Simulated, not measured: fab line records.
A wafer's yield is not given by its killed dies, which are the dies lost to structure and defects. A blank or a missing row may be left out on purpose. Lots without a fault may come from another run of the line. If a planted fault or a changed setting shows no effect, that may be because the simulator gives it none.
Which tool was responsible? + flow n5-finfet + Sampling: 8 lots, 24 wafers, 8 of 1938 route steps

WHAT EACH GAUGE READ, for each wafer
N5_DUMMY_GATE_CD_MEAS_50 targets a cd of 14 nm. Usual: cd-nm 13.9 nm, standard deviation 0.51.
| lot  | measured    | on        | cd-nm (nm)     | flag |
|------|-------------|-----------|----------------|------|
| L228 | day 2 23:49 | cd-sem-02 | 14.0 13.9 13.8 |      |
| L231 | day 3 16:29 | cd-sem-03 | 13.9 13.4 14.2 |      |
| L232 | day 3 22:57 | cd-sem-03 | 14.0 13.7 13.5 |      |
| L234 | day 4 11:05 | cd-sem-01 | 14.5 13.9 13.4 |      |
| L237 | day 5 04:49 | cd-sem-03 | 13.1 13.4 13.3 |      |
| L241 | day 6 05:08 | cd-sem-02 | 14.4 14.2 14.9 |      |
| L246 | day 7 11:16 | cd-sem-02 | 14.7 14.1 14.4 |      |
| L248 | day 8 00:57 | cd-sem-03 | 13.7 14.2 13.7 |      |

N5_DUMMY_GATE_INSPECT_27: inspects for defects (brightfield). Usual: raw-defect-count 325, standard deviation 110.
| lot  | measured    | on                | raw-defect-count | flag |
|------|-------------|-------------------|------------------|------|
| L228 | day 3 00:35 | defect-inspect-02 | 261 218 268      |      |
| L231 | day 3 17:31 | defect-inspect-02 | 363 214 170      |      |
| L232 | day 3 23:44 | defect-inspect-02 | 255 267 229      |      |
| L234 | day 4 11:52 | defect-inspect-02 | 299 388 255      |      |
| L237 | day 5 05:36 | defect-inspect-01 | 285 465 480      |      |
| L241 | day 6 05:55 | defect-inspect-01 | 238 356 216      |      |
| L246 | day 7 12:02 | defect-inspect-01 | 257 383 1283     |      |
| L248 | day 8 01:43 | defect-inspect-02 | 345 257 1206     |      |

N5_SPACER0_INSPECT_04: inspects for defects (darkfield). Usual: raw-defect-count 147, standard deviation 39.
| lot  | measured    | on                | raw-defect-count | flag |
|------|-------------|-------------------|------------------|------|
| L228 | day 3 01:13 | defect-inspect-02 | 111 91 124       |      |
| L231 | day 3 18:07 | defect-inspect-01 | 203 133 114      |      |
| L232 | day 4 00:20 | defect-inspect-02 | 108 103 98       |      |
| L234 | day 4 12:28 | defect-inspect-01 | 136 210 131      |      |
| L237 | day 5 06:14 | defect-inspect-02 | 115 160 212      |      |
| L241 | day 6 06:31 | defect-inspect-01 | 138 175 97       |      |
| L246 | day 7 12:38 | defect-inspect-02 | 101 143 1033     | OFF  |
| L248 | day 8 02:20 | defect-inspect-02 | 143 138 1089     | OFF  |

N5_SD_EPI_N_INSPECT_11: inspects for defects (macro). Usual: raw-defect-count 2.1, standard deviation 1.4.
| lot  | measured    | on                | raw-defect-count | flag |
|------|-------------|-------------------|------------------|------|
| L228 | day 3 01:33 | defect-inspect-02 | 1 2 3            |      |
| L231 | day 3 18:34 | defect-inspect-01 | 1 2 4            |      |
| L232 | day 4 01:38 | defect-inspect-02 | 5 1 5            |      |
| L234 | day 4 12:48 | defect-inspect-02 | 1 3 5            |      |
| L237 | day 5 06:41 | defect-inspect-01 | 3 1 1            |      |
| L241 | day 6 06:58 | defect-inspect-01 | 2 1 3            |      |
| L246 | day 7 13:06 | defect-inspect-02 | 2 1 >300         |      |
| L248 | day 8 02:39 | defect-inspect-01 | 4 4 >300         |      |

N5_BEOL_M4_RC_MEAS_101. Usual: DIBL_N 37.5 mV/V, standard deviation 2.5; DIBL_P 38 mV/V, standard deviation 3.1; IOFF_N 0.19 nA/um, standard deviation 0.059; IOFF_P 0.24 nA/um, standard deviation 0.061; ION_N 679 uA/um, standard deviation 16; ION_P 465 uA/um, standard deviation 9.8; SS_N 72.0 mV/dec, standard deviation 0.8; SS_P 73.7 mV/dec, standard deviation 0.86; VT_N 248 mV, standard deviation 4.5; VT_P -249 mV, standard deviation 3.5.
| lot  | measured     | on        | DIBL_N (mV/V)  | DIBL_P (mV/V) | IOFF_N (nA/um) | IOFF_P (nA/um) | ION_N (uA/um) | ION_P (uA/um) | SS_N (mV/dec)  | SS_P (mV/dec)  | VT_N (mV)   | VT_P (mV)      | flag |
|------|--------------|-----------|----------------|---------------|----------------|----------------|---------------|---------------|----------------|----------------|-------------|----------------|------|
| L228 | day 7 19:21  | prober-02 | 34.1 37.8 39.7 | 36 37 40      | 0.12 0.18 0.23 | 0.20 0.22 0.27 | 659 678 679   | 459 466 459   | 70.6 72.3 72.7 | 72.8 73.5 74.2 | 254 251 248 | -249 -250 -245 |      |
| L231 | day 8 20:26  | prober-01 | 35.7 33.3 37.1 | 36 34 38      | 0.15 0.11 0.18 | 0.19 0.17 0.24 | 673 651 669   | 458 455 461   | 71.9 70.6 71.6 | 72.4 71.8 73.8 | 253 255 248 | -250 -253 -249 |      |
| L232 | day 8 20:35  | prober-02 | 37.5 41.0 37.7 | 38 43 38      | 0.19 0.31 0.18 | 0.24 0.37 0.25 | 679 711 683   | 463 480 469   | 71.3 72.8 72.1 | 73.4 75.0 73.4 | 249 238 248 | -248 -242 -247 |      |
| L234 | day 9 23:35  | prober-01 | 33.7 37.1 41.1 | 34 39 44      | 0.12 0.18 0.31 | 0.17 0.23 0.34 | 662 677 705   | 453 464 477   | 71.2 71.8 73.1 | 72.9 73.8 75.8 | 255 249 244 | -252 -246 -245 |      |
| L237 | day 10 09:25 | prober-01 | 41.4 37.6 38.9 | 40 35 38      | 0.27 0.15 0.19 | 0.33 0.21 0.28 | 702 671 679   | 477 458 468   | 72.5 71.6 72.4 | 74.7 73.5 73.4 | 244 255 246 | -244 -247 -244 |      |
| L241 | day 11 17:02 | prober-02 | 37.5 36.4 36.5 | 37 34 35      | 0.20 0.16 0.18 | 0.30 0.23 0.26 | 706 689 684   | 489 470 479   | 70.9 72.0 71.7 | 73.4 72.9 72.7 | 242 249 249 | -244 -248 -244 |      |
| L246 | day 12 20:11 | prober-02 | 34.5 36.0 39.9 | 35 35 40      | 0.14 0.14 0.24 | 0.21 0.20 0.28 | 668 668 696   | 462 459 475   | 70.9 71.2 71.8 | 73.5 73.8 74.1 | 249 251 244 | -249 -250 -246 |      |
| L248 | day 13 22:40 | prober-02 | 40.5 38.6 39.9 | 38 36 38      | 0.23 0.17 0.21 | 0.26 0.22 0.25 | 684 662 687   | 465 460 466   | 72.7 73.0 71.8 | 73.8 73.4 74.0 | 246 250 250 | -249 -249 -248 |      |

TOOL THAT RAN EACH LOT (tool first, then ch and the chambers of the sampled wafers, then the start)
| lot  | N5_DUMMY_GATE_ETCH_29             | N5_DUMMY_GATE_STRIP_41            | N5_DUMMY_GATE_ETCH_32           |
|------|-----------------------------------|-----------------------------------|---------------------------------|
| L228 | rie-diel-06 ch 0,1, day 2 23:30   | rie-diel-04 ch 0,2,3, day 2 23:54 | rie-si-01 ch 2,3, day 3 00:06   |
| L231 | rie-diel-04 ch 0,1, day 3 16:02   | rie-diel-06 ch 0,3, day 3 16:36   | rie-si-02 ch 1,2, day 3 16:48   |
| L232 | rie-diel-02 ch 0,1,3, day 3 22:38 | rie-diel-06 ch 0,2, day 3 23:02   | rie-si-02 ch 0,1,2, day 3 23:14 |
| L234 | rie-diel-04 ch 0,3, day 4 10:47   | rie-diel-04 ch 0,1,3, day 4 11:11 | rie-si-01 ch 0,1,2, day 4 11:23 |
| L237 | rie-diel-02 ch 0,1,2, day 5 04:29 | rie-diel-04 ch 0,2,3, day 5 04:55 | rie-si-04 ch 0,1,3, day 5 05:07 |
| L241 | rie-diel-06 ch 1,3, day 6 04:49   | rie-diel-02 ch 1,3, day 6 05:13   | rie-si-04 ch 0,1,2, day 6 05:25 |
| L246 | rie-diel-04 ch 0,2,3, day 7 10:56 | rie-diel-04 ch 0,2,3, day 7 11:22 | rie-si-02 ch 1,2,3, day 7 11:34 |
| L248 | rie-diel-06 ch 0,1,2, day 8 00:33 | rie-diel-04 ch 0,2,3, day 8 01:02 | rie-si-02 ch 1,3, day 8 01:14   |
- N5_DUMMY_GATE_ETCH_29: etches underlayer in N2/H2, target depth 13 nm.
- N5_DUMMY_GATE_STRIP_41: strips in O2.
- N5_DUMMY_GATE_ETCH_32: etches SiO2 in CF4, target depth 3.5 nm, time 3.9 s.

WHAT THE TOOLS THEMSELVES READ (means of the sampled wafers that have a number; where no wafer has one, the mark that the record gives instead)
N5_DUMMY_GATE_ETCH_29. Usual: value, then standard deviation, for each; drypump-motor-current-A 5.5 A / 0.39; h2-flow-sccm 200.1 sccm / 0.54; oes-product-au 0.79 a.u. / 0.088; rf-fwd-power-W 831 W / 3.9; rf-vpp-V 524.5 V / 2.4; showerhead-plenum-p-Torr 2.57 Torr / 0.094; throttle-valve-pct 17.96 % / 0.21.
| lot  | tool        | drypump-motor-current-A (A) | h2-flow-sccm (sccm) | oes-product-au (a.u.) | rf-fwd-power-W (W) | rf-vpp-V (V) | showerhead-plenum-p-Torr (Torr) | throttle-valve-pct (%) | flag |
|------|-------------|-----------------------------|---------------------|-----------------------|--------------------|--------------|---------------------------------|------------------------|------|
| L228 | rie-diel-06 | 5.5                         | 200.4               | 0.82                  | 830                | 525.5        | 2.62                            | 18.01                  |      |
| L231 | rie-diel-04 | 5.2                         | 199.7               | 0.77                  | 831                | 523.1        | 2.51                            | 17.96                  |      |
| L232 | rie-diel-02 | 5.5                         | 200.5               | 0.80                  | 834                | 525.2        | 2.59                            | 18.14                  |      |
| L234 | rie-diel-04 | 5.5                         | 200.2               | 0.80                  | 832                | 525.5        | 2.60                            | 17.89                  |      |
| L237 | rie-diel-02 | 5.5                         | 200.1               | 0.71                  | 833                | 524.0        | 2.51                            | 18.01                  |      |
| L241 | rie-diel-06 | 5.3                         | 200.5               | 0.88                  | 824                | 526.6        | 2.65                            | 17.82                  |      |
| L246 | rie-diel-04 | 5.6                         | 200.3               | 0.77                  | 834                | 523.6        | 2.51                            | 17.85                  |      |
| L248 | rie-diel-06 | 5.7                         | 199.9               | 0.80                  | 835                | 523.9        | 2.57                            | 18.04                  |      |

N5_DUMMY_GATE_STRIP_41. Usual: drypump-motor-current-A 5.5 A, standard deviation 0.36; oes-product-au 0.79 a.u., standard deviation 0.086; rf-vpp-V 3.7 V, standard deviation 0.47; showerhead-plenum-p-Torr 2.12 Torr, standard deviation 0.073; throttle-valve-pct 16.75 %, standard deviation 0.18.
| lot  | tool        | drypump-motor-current-A (A) | oes-product-au (a.u.) | rf-vpp-V (V) | showerhead-plenum-p-Torr (Torr) | throttle-valve-pct (%) | flag |
|------|-------------|-----------------------------|-----------------------|--------------|---------------------------------|------------------------|------|
| L228 | rie-diel-04 | 5.6                         | 0.81                  | 3.9          | 2.11                            | 16.68                  |      |
| L231 | rie-diel-06 | 5.3                         | 0.87                  | 3.8          | 2.21                            | 16.40                  |      |
| L232 | rie-diel-06 | 5.8                         | 0.78                  | 3.8          | 2.17                            | 16.63                  |      |
| L234 | rie-diel-04 | 5.3                         | 0.79                  | 3.6          | 2.12                            | 16.77                  |      |
| L237 | rie-diel-04 | 5.6                         | 0.79                  | 3.6          | 2.10                            | 16.71                  |      |
| L241 | rie-diel-02 | 5.8                         | 0.85                  | 3.9          | 2.21                            | 16.92                  |      |
| L246 | rie-diel-04 | 5.5                         | 0.77                  | 3.6          | 2.10                            | 16.75                  |      |
| L248 | rie-diel-04 | 5.6                         | 0.77                  | 3.7          | 2.10                            | 16.74                  |      |

N5_DUMMY_GATE_ETCH_32. Usual: drypump-motor-current-A 5.8 A, standard deviation 0.5; oes-product-au 0.996 a.u., standard deviation 0.021; rf-fwd-power-W 790 W, standard deviation 3.5; throttle-valve-pct 21.8 %, standard deviation 0.32.
| lot  | tool      | drypump-motor-current-A (A) | oes-product-au (a.u.) | rf-fwd-power-W (W) | throttle-valve-pct (%) | flag |
|------|-----------|-----------------------------|-----------------------|--------------------|------------------------|------|
| L228 | rie-si-01 | 5.3                         | 1.008                 | 790                | 22.0                   |      |
| L231 | rie-si-02 | 6.0                         | 0.991                 | 789                | 22.2                   |      |
| L232 | rie-si-02 | 6.0                         | 0.990                 | 789                | 22.1                   |      |
| L234 | rie-si-01 | 5.7                         | 1.015                 | 792                | 21.8                   |      |
| L237 | rie-si-04 | 5.8                         | 0.979                 | 788                | 21.8                   |      |
| L241 | rie-si-04 | 5.7                         | 0.989                 | 790                | 22.0                   |      |
| L246 | rie-si-02 | 6.2                         | 0.991                 | 790                | 21.8                   |      |
| L248 | rie-si-02 | 6.5                         | 1.001                 | 787                | 21.8                   |      |

THE ANSWER, worked out from the rows above alone
Rule: take the mean of a lot's wafers that have a number; if it is more than 3 standard deviations from the usual mean, the lot is off. Also off: a lot with no number at a reading for which 4 or more lots have one. The other lots that the step has rows for count as sound. Order of review: gauges by route order, followed by the tools' own readings, for which a lot's mean as printed above is used. The first step at which some lot is off is used, and at that step the reading that is off furthest; a lot without a number counts as furthest.
Off: L246, L248, at N5_SPACER0_INSPECT_04 (raw-defect-count).
If a tool, at a process step before that reading, ran all the lots that are off and no sound lot after the first of them, it fits. Those tools and the gauges at N5_SPACER0_INSPECT_04 are tried in the same way. Can't be told from this: 3 tools fit, rie-diel-04 at N5_DUMMY_GATE_STRIP_41, rie-si-02 at N5_DUMMY_GATE_ETCH_32, defect-inspect-02 at N5_SPACER0_INSPECT_04.

WHAT WAS PUT IN BY THE SIMULATOR
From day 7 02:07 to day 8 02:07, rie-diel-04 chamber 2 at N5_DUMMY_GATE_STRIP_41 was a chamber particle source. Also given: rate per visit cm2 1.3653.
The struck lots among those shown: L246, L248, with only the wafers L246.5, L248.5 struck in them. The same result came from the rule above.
